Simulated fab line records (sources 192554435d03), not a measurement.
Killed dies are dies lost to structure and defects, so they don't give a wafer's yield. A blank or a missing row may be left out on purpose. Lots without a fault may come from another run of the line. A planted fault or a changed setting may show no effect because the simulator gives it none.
Lot-split experiment | flow n5 finfet | 21 wafers read across 7 lots, on a route 1938 steps long

== THE SPLIT ITSELF ==
At N5_BEOL_M2_TRENCH_ETCH_37 (etches SiOC in C4F6/O2, target depth 55.555 nm, time 29.2 s), the setting bias w was moved away from the recipe's 185 W on 4 of the 21 wafers read, by -11.9% to +11.0%. The other wafers ran this setting at the recipe's value.

The split's own step is where the reading is taken.

== THE READING ==
rf vpp V, in V, at N5_BEOL_M2_TRENCH_ETCH_37 (etches SiOC in C4F6/O2, target depth 55.555 nm, time 29.2 s). On this fab line, fault-free wafers typically give 666 V with a standard deviation of 14 V.

wafer  | tool, chamber at the split | bias w as run, W | against the recipe | rf vpp V, V | against lot-mates on the recipe
L078.1 | rie diel-06, 1             | 185              | recipe             | 690         | -
L078.3 | rie diel-06, 0             | 185              | recipe             | 687         | -
L078.5 | rie diel-06, 1             | 185              | recipe             | 689         | -
L079.2 | rie diel-01, 2             | 162.9            | -11.9%             | 604         | -52
L079.5 | rie diel-01, 0             | 185              | recipe             | 669         | -
L079.6 | rie diel-01, 1             | 185              | recipe             | 642         | -
L081.3 | rie diel-03, 0             | 185              | recipe             | 672         | -
L081.4 | rie diel-03, 2             | 185              | recipe             | 652         | -
L081.6 | rie diel-03, 0             | 185              | recipe             | 673         | -
L083.1 | rie diel-01, 0             | 201.2            | +8.8%              | 712         | +71
L083.2 | rie diel-01, 1             | 185              | recipe             | 641         | -
L083.4 | rie diel-01, 0             | 201.2            | +8.8%              | 712         | +71
L086.2 | rie diel-01, 0             | 185              | recipe             | 667         | -
L086.4 | rie diel-01, 0             | 185              | recipe             | 668         | -
L086.6 | rie diel-01, 3             | 185              | recipe             | 675         | -
L089.2 | rie diel-06, 2             | 185              | recipe             | 650         | -
L089.4 | rie diel-06, 0             | 185              | recipe             | 686         | -
L089.5 | rie diel-06, 3             | 185              | recipe             | 655         | -
L091.1 | rie diel-03, 2             | 185              | recipe             | 650         | -
L091.2 | rie diel-03, 3             | 205.4            | +11.0%             | 714         | +56
L091.4 | rie diel-03, 1             | 185              | recipe             | 665         | -

THE FIT
A straight line over all 21 wafers: rf vpp V changes by +4.96 V for each +1% of bias w; r = +0.84; the points scatter about the line by 15 V.
The same after taking each lot's own level away (the mean of its wafers on the recipe; 21 wafers): +5.85 V for each +1%; r = +0.92; scatter 12 V.
That fit puts the effect of the largest move of bias w on the reading at 70 V.
The lots' own levels span 641.0 to 688.7 V, that is 3.4 times the standard deviation above.
So the slope is not independent of the lot-to-lot level: the two fits are not the same.
Check: -80.5 V against its lot-mates is what the line predicts for one of the wafers moved furthest among these (-11.9%) when that wafer is left out of the fit. It came out at -51.5 V against them.
Tool readings at the split's step, against how far the setting was moved: rf vpp V r = +0.84.

== OTHER SPLITS ON THESE WAFERS ==
Before the reading, these wafers also passed through other splits. Each is held against what the fit with the lots' levels taken away leaves over:
other split on the same wafers            | wafers away from the commonest value | r with rf vpp V (lot level and that fit taken away)
N5_BEOL_M0_TRENCH_ETCH_107 target depth a | 8                                    | -0.05
N5_BEOL_M0_ETCH_109 bias w                | 9                                    | -0.03
N5_BEOL_M2_VIA_ETCH_34 time s             | 7                                    | -0.10

== THE FILE'S OWN FIT ==
rf vpp V changes by +5.44 V for each +1% of bias w, r = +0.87.
